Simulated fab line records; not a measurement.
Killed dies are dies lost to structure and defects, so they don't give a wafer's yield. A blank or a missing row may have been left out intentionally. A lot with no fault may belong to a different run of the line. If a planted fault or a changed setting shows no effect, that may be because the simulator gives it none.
A struck lot beside a sound one / flow n5Finfet / 37 steps out of a route of 1938
Sound: wafers L356.1, L356.2, L356.3. Struck: wafer L342.2 (left out: L342.3, L342.4 of the same lot, which were not struck); the cause appears at the end.
Per side, at each step with rows, come the tool, then ch with its chambers, and then its first start. Under that, the readings that differ: sound wafers / struck wafers / difference of the means / sigmas: that difference in standard deviations of wafers without a fault.
alike: same words and numbers on both sides, and readings whose means sit less than 2 such deviations apart. not compared: any withheld reading, any reading some wafer has no value for, any bound like >300 that may hide the same value, and any number with overlapping values for which the record gives no deviation.
The two part at a step that has a row with sigmas, a row that says differs or no value, or rows on one side only. Numbers that don't overlap but have no deviation are shown without sigmas and don't part them. A reading that every wafer of one side lacks parts them only if that side has two wafers or more.

first, 8 steps without rows for these wafers: N5_BEOL_M3_ANNEAL_51 (time 90 s); N5_BEOL_M3_CMP_52 (polishes, stops on SiOC, t overpolish 6.8 s, target thk 40 nm); N5_BEOL_M3_PRE_CLEAN_60 (time 15 s); N5_BEOL_M3_CO_CAP_55 (material Co, precursor CCTBA/H2, target thk 2 nm, time 102.1 s); N5_BEOL_M3_PRE_CLEAN_56 (time 15 s); N5_BEOL_M3_DEP_57 (deposits SiCN from 3MS/NH3, target thk 8 nm, time 14 s); N5_BEOL_M4_ILD_DEP_00 (deposits SiOC from DEMS/O2, target thk 79 nm, time 15.3 s); N5_BEOL_M4_PECVD_72 (deposits SiO2 from TEOS/O2, target thk 16 nm, time 18 s).
N5_BEOL_M4_HM_DEP_02: deposits TiN, target thk 20 nm.
  sound: pvdSputter-03 at day 13 02:17; struck: pvdSputter-03 at day 9 10:04
reading=model.TiN_of_BEOL_M4_HM_DEP_02.thkNm (nm); sound=20 20 20; struck=15; difference=-5; sigmas=
  alike: throttleValvePct
then, 16 steps without rows for these wafers: N5_BEOL_M4_COAT_61 (time 60 s, resist thk 60 nm); N5_BEOL_M4_COAT_62 (time 60 s, resist thk 12 nm); N5_BEOL_M4_COAT_73 (time 60 s, resist thk 5 nm); N5_BEOL_M4_COAT_05 (resist thk 30 nm); N5_BEOL_M4_EBR_07; N5_BEOL_M4_SOFTBAKE_06 (time 60 s); N5_BEOL_M4_EXPOSE_08 (exposes mask M4); N5_BEOL_M4_PEB_09 (peb time 60 s); N5_BEOL_M4_DEVELOP_10 (develop time 30 s); N5_BEOL_M4_DESCUM_16 (chemistry O2, time 7 s); N5_BEOL_M4_ETCH_74 (etches underlayer in N2/H2, target depth 6.5 nm, time 5.2 s); N5_BEOL_M4_ETCH_63 (etches SiARC in CF4, target depth 15.6 nm, time 26 s); N5_BEOL_M4_ETCH_64 (etches SOC in N2/H2, target depth 75 nm, overetch 22.5 nm, time 121.9 s); N5_BEOL_M4_STRIP_65 (strips in N2/H2); N5_BEOL_M4_STRIP_75 (strips in N2/H2); N5_BEOL_M4_STRIP_66 (strips in CF4).
N5_BEOL_M4_HM_OPEN_17: chemistry Cl2/BCl3, target TiN, target depth 20 nm, overetch 6 nm.
  sound on rieMetal-01 ch 0,1, day 13 03:05; struck on rieMetal-02 ch 0, day 9 10:57
reading=oesProductAu (a.u.); sound=0.78 0.66 0.65; struck=0.46; difference=-0.24; sigmas=-2
reading=model.etch.depthNm (nm); sound=19.99 19.98 19.92; struck=15.08; difference=-4.88; sigmas=
  alike: drypumpMotorCurrentA, mfcArSccm, mfcCl2Sccm, throttleValvePct
  not compared: rfHoursCounterH
then, 8 steps without rows for these wafers: N5_BEOL_M4_STRIP_19 (strips in O2); N5_BEOL_M4_COAT_67 (time 60 s, resist thk 60 nm); N5_BEOL_M4_COAT_68 (time 60 s, resist thk 12 nm); N5_BEOL_M4_COAT_76 (time 60 s, resist thk 5 nm); N5_BEOL_M4_COAT_22 (resist thk 30 nm); N5_BEOL_M4_EBR_24; N5_BEOL_M4_SOFTBAKE_23 (time 60 s); N5_BEOL_M4_EXPOSE_25 (exposes mask V3, defocus 5 nm).
N5_BEOL_M4_TRENCH_ETCH_37: etches SiOC in C4F6/O2, target depth 55.555 nm, time 29.2 s.
  sound: rieDiel-05 ch 0,1,2; struck: rieDiel-02 ch 2
reading=rfHoursCounterH (h); sound=42 11 98; struck=144; difference=+94; sigmas=
reading=model.TiN_of_BEOL_M4_HM_DEP_02.thkNm (nm); sound=17.6 17.6 17.6; struck=12.8; difference=-4.8; sigmas=
  alike: drypumpMotorCurrentA, mfcArSccm, oesProductAu, rfVppV, showerheadPlenumPTorr, throttleValvePct
N5_BEOL_M4_RC_MEAS_101:
  sound on prober-01 ch 0, day 13 08:33; struck on prober-02 ch 0, day 9 17:59
  alike: DIBL_N, DIBL_P, IOFF_N, IOFF_P, ION_N, ION_P, SS_N, SS_P, VT_N, VT_P
after that, 1 step had no rows for these wafers: N5_PASSIVATION_PROBE_49.

WHERE THEY PART
N5_BEOL_M4_HM_OPEN_17 only, going by this record. Later steps at which nothing parts them and some readings are alike: N5_BEOL_M4_TRENCH_ETCH_37, N5_BEOL_M4_RC_MEAS_101.

WHY: what had been put in by the simulator
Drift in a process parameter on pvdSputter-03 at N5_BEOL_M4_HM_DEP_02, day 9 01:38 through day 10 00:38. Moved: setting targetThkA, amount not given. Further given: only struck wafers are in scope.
